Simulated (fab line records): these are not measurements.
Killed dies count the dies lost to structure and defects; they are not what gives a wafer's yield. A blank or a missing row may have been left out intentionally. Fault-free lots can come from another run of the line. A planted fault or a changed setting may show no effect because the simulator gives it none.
Matching of chambers | flow n5-finfet | uv-cure-02 running N5_BEOL_M5_CURE_79: 3 sister chambers
The step cures SiCOH lowk, time 240 s. 6 wafers are shown with their chamber, then 9 later ones without.

WAFERS PAIRED WITH THEIR CHAMBERS
wafer  | chamber | wafer_temp_C_max | lamp-power-pct (%)
L074.4 | 1       | 386.7            | 52.33
L074.5 | 1       | 387.0            | 52.29
L085.2 | 2       | 387.8            | 52.34
L085.6 | 2       | 387.8            | 52.33
L091.3 | 0       | 386.6            | 52.32
L091.4 | 0       | 386.2            | 52.38

WAFERS WHOSE CHAMBER IS MISSING
wafer  | wafer_temp_C_max | lamp-power-pct (%)
L093.1 | 386.7            | 52.23
L093.4 | 387.2            | 52.25
L093.5 | 387.1            | 52.26
L094.2 | 386.8            | 52.29
L094.5 | 386.4            | 52.32
L094.6 | 386.7            | 52.31
L096.4 | 387.2            | 52.32
L096.5 | 388.2            | 52.42
L096.6 | 386.3            | 52.29

THE CHAMBER EACH PASSED THROUGH
wafer  | from the rows above     | in truth
L093.1 | can't be placed: 1 or 0 | 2
L093.4 | can't be placed: 1 or 2 | 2
L093.5 | 1                       | 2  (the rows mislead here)
L094.2 | 1                       | 1
L094.5 | can't be placed: 0 or 1 | 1
L094.6 | can't be placed: 1 or 0 | 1
L096.4 | can't be placed: 1 or 2 | 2
L096.5 | 2                       | 2
L096.6 | can't be placed: 0 or 1 | 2
2 of 9 placed correctly. Not placeable from these rows: 6 (in 4, the candidates include the true chamber). Number placed wrongly: 1.
How it was worked out, from the rows above alone: a wafer's distance from a chamber is the root of the sum, over the readings, of the square of ((its reading less the chamber's mean) divided by the reading's scatter). If the next closest chamber is less than 2 further off than the closest, the wafer can't be placed; otherwise it belongs to the closest. Each chamber's mean is taken over the wafers shown for it. The scatter is the square root of a quotient: the sum, over the shown wafers, of each reading's squared deviation from its chamber's mean, divided by wafers minus chambers.
